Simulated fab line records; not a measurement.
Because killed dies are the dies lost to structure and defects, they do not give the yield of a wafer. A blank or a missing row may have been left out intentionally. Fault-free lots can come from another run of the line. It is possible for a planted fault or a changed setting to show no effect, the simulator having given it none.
The tool behind it: which one?    flow nand-harc    11 lots, 33 wafers sampled, at 5 steps of a route of 1159

== WHAT THE GAUGES SHOWED, per wafer ==
NHARC_A_SOURCE_PLATE_THK_MEAS_06: measures by ellipsometry.
lot   measured      on             thk-nm (nm)
L076  day 7 18:35   film-metro-02  198.0 197.7 195.9
L077  day 8 15:13   film-metro-02  201.2 199.8 202.6
L079  day 8 20:43   film-metro-02  201.5 201.0 201.6
L081  day 9 07:25   film-metro-02  200.6 199.0 199.1
L084  day 9 13:56   film-metro-01  203.1 203.0 201.2
L085  day 10 23:04  film-metro-02  195.8 199.0 194.8
L087  day 11 14:52  film-metro-01  200.0 197.1 198.5
L090  day 11 14:52  film-metro-02  199.1 200.8 198.6
L093  day 12 08:22  film-metro-02  199.6 198.4 200.8
L094  day 12 11:58  film-metro-01  198.5 199.2 199.2
L097  day 13 13:19  film-metro-02  198.8 200.1 196.1

== WHAT TOOL EACH LOT RAN ON (gives the tool, then ch and the chambers of the sampled wafers, and finally the start) ==
lot   NHARC_P_CONTACT_CMP_24         NHARC_P_M0_STRIP_18                 NHARC_P_BONDPAD_DESCUM_11           NHARC_P_BONDPAD_STRIP_15
L076  cmp-01 ch 0,2,3, day 6 01:58   rie-diel-04 ch 1,3, day 6 03:44     rie-diel-02 ch 1,2, day 6 16:15     rie-diel-06 ch 0,2, day 6 16:40
L077  cmp-04 ch 1,2, day 6 23:17     rie-diel-08 ch 0,3, day 7 01:04     rie-diel-06 ch 0,2,3, day 7 13:37   rie-diel-06 ch 0,1,2, day 7 14:02
L079  cmp-01 ch 1,2,3, day 7 04:14   rie-diel-08 ch 1,2,3, day 7 05:59   rie-diel-06 ch 1,2,3, day 7 19:02   rie-diel-06 ch 1,2,3, day 7 19:25
L081  cmp-01 ch 1,2,3, day 7 14:10   rie-diel-04 ch 0,2, day 7 16:01     rie-diel-06 ch 2,3, day 8 04:11     rie-diel-06 ch 2,3, day 8 04:34
L084  cmp-01 ch 0,1, day 7 23:51     rie-diel-01 ch 1,3, day 8 01:46     rie-diel-06 ch 1,2,3, day 8 14:37   rie-diel-11 ch 1,3, day 8 15:00
L085  cmp-01 ch 1,2,3, day 9 04:37   rie-diel-01 ch 1,2,3, day 9 06:24   rie-diel-06 ch 0,2,3, day 9 19:20   rie-diel-11 ch 1,2,3, day 9 19:43
L087  cmp-02 ch 0,1,3, day 9 19:54   rie-diel-08 ch 0,1,3, day 9 21:46   rie-diel-06 ch 1,2,3, day 10 10:06  rie-diel-11 ch 1,2, day 10 10:45
L090  cmp-04 ch 0,1,3, day 9 22:28   rie-diel-01 ch 1,2,3, day 10 00:12  rie-diel-11 ch 1,2,3, day 10 13:17  rie-diel-06 ch 0,1,2, day 10 13:43
L093  cmp-01 ch 0,3, day 10 13:08    rie-diel-04 ch 0,1, day 10 14:53    rie-diel-02 ch 2,3, day 11 04:44    rie-diel-11 ch 0,1,2, day 11 05:10
L094  cmp-01 ch 1,2,3, day 10 17:37  rie-diel-04 ch 2,3, day 10 19:28    rie-diel-11 ch 0,1,2, day 11 08:29  rie-diel-11 ch 2,3, day 11 08:57
L097  cmp-01 ch 0,2,3, day 11 21:18  rie-diel-08 ch 0,1,3, day 11 23:04  rie-diel-11 ch 0,1,2, day 12 11:32  rie-diel-06 ch 0,1,2, day 12 11:55
- NHARC_P_CONTACT_CMP_24: polishes, t overpolish 30 s, target thk 200 nm.
- NHARC_P_M0_STRIP_18: strips in N2/H2.
- NHARC_P_BONDPAD_DESCUM_11: chemistry O2, time 3 s.
- NHARC_P_BONDPAD_STRIP_15: strips in O2.

== THE ANSWER, worked out from the rows above alone ==
Rule: what is usual is taken from the lots themselves. The widest of any qualifying gaps counts: lots, ordered by their means at a reading, are off when they make up no more than a third of the lots, leave a main group of 4 or more, and stand apart from it by 3 or more times the standard deviation of that group's means. A main group whose means are all the same, to the digits that the tables above print for the reading, isn't used. A lot without any number at a reading at which 4 lots or more have one is off too. All remaining lots with rows at the step are treated as sound.
No lot is off on any of the readings shown, so nothing can be concluded from this.

== WHAT HAD BEEN PUT IN BY THE SIMULATOR ==
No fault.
